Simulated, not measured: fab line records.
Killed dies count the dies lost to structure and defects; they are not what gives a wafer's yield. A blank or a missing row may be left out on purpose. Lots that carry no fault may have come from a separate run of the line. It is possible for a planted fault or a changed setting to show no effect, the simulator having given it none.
Problem report, 8D (eight disciplines) form, completed by code | flow n5-finfet | the parts of the form that need people (team, actions taken, sign-off) are left out

== 1. THE PROBLEM ==
Mean M1_ILD_THK at N5_BEOL_M1_THK_MEAS_01: 48.5 nm over 2 wafers in 2 lots; fault-free wafers: 79.3 nm, standard deviation 0.99. That puts it -31 standard deviations away from the usual mean.
First seen on wafer L655.6, day 10 20:10, on film-metro-01. The record holds 25 wafers of 9 lots with a number at this step. By rule, "out" or "out of limits" means more than 4 standard deviations away from the usual mean. The other wafers with a number count as sound.

== 2. WHAT IT IS; WHAT IT IS NOT ==
question                    | is                | is not
which readings at this step | M1_ILD_THK        | -
which lots                  | L655, L656        | L636, L638, L642, L645, L647, L658, L659
which wafers of those lots  | L655.6, L656.3    | L655.4, L656.4
read on which gauges        | film-metro-01     | film-metro-02
when                        | from day 10 20:10 | up to then (16 sound wafers); but 7 sound wafers of L656, L658, L659 came after

== 3. SUSPECTS, AND WHAT RULES EACH OUT ==
Counting: a tool at a process step up to the reading stays a suspect if it ran every lot that is out. Sound lots after the first of them don't rule it out here, since some wafers of a struck lot are sound.
- the gauge at N5_BEOL_M1_THK_MEAS_01 is ruled out. All the wafers that are out were read on film-metro-01, but those of them that N5_PASSIVATION_PROBE_49 has rows for are out there too, on other tools.
- rie-diel-03 at N5_BEOL_M0_STRIP_142 (strips in N2/H2, time 10 s): kept. Ran every lot that is out, first one L655 (day 10 16:06); last sound lot up to then L647 (day 8 21:12).
- pecvd-01 at N5_BEOL_M1_ILD_DEP_00 (deposits SiOC from DEMS/O2, target thk 79 nm, time 15.3 s): kept. Ran every lot that is out, first one L655 (day 10 20:06); last sound lot up to then L647 (day 9 01:11).
What counting leaves: rie-diel-03 at N5_BEOL_M0_STRIP_142 and pecvd-01 at N5_BEOL_M1_ILD_DEP_00.

== 4. THE CAUSE (what the simulator had put in) ==
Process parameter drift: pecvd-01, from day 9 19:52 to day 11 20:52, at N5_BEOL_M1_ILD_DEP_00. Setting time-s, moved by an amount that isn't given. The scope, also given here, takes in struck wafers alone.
Of the 2 suspects that counting leaves, this tool is one.

== 5. THE EFFECT CHAIN, in route order ==
Rows list readings where the struck wafers' mean (over those with a number) sits beyond 3 standard deviations from the usual. Readings are gone through only where the record gives a usual standard deviation; hours: the median, over the lots, of the time from a lot's start at the first step in this table giving one to that lot's start at this step; sigmas: the change measured in usual standard deviations.
hours | step                    | reading              | usual   | on struck wafers | change | sigmas
0     | N5_BEOL_M1_THK_MEAS_01  | M1_ILD_THK           | 79.3 nm | 48.5             | -30.8  | -31
200   | N5_PASSIVATION_PROBE_49 | defect-limited-yield | 91.0 %  | 0.0              | -91.0  | -65
200   | N5_PASSIVATION_PROBE_49 | killed_at_M0_to_M3   | 33      | 1109             | +1076  | +98
200   | N5_PASSIVATION_PROBE_49 | killed-dies          | 106     | 1180             | +1074  | +63
200   | N5_PASSIVATION_PROBE_49 | killed-on-rim        | 14      | 152              | +138   | +36
200   | N5_PASSIVATION_PROBE_49 | sort_bin_5_function  | 5.2 %   | 37.0             | +31.8  | +33
200   | N5_PASSIVATION_PROBE_49 | sort-n-pass          | 1074    | 0                | -1074  | -63
200   | N5_PASSIVATION_PROBE_49 | sort-yield-pct       | 91.0 %  | 0.0              | -91.0  | -65
It contains these process steps:
- N5_PASSIVATION_PROBE_49
Readings that are blank on the struck wafers while sound wafers have them: susceptor-temp-C at N5_BEOL_M1_ILD_DEP_00.
At these later measuring or inspecting steps, every struck wafer for which the step has a row has a number for every such reading, and none has moved that far: N5_BEOL_M1_CD_MEAS_11.

== 6. WHAT WOULD HAVE CAUGHT IT SOONER ==
Counted from the fault's start at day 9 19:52, it took 24 hours until the first out-of-limits reading at a measuring or inspecting step in this record, taken at day 10 20:10.
Among the 2 lots that are out, L656 began N5_BEOL_M1_ILD_DEP_00 on pecvd-01 after day 10 20:10. A tool hold placed at that time would have kept it from harm.
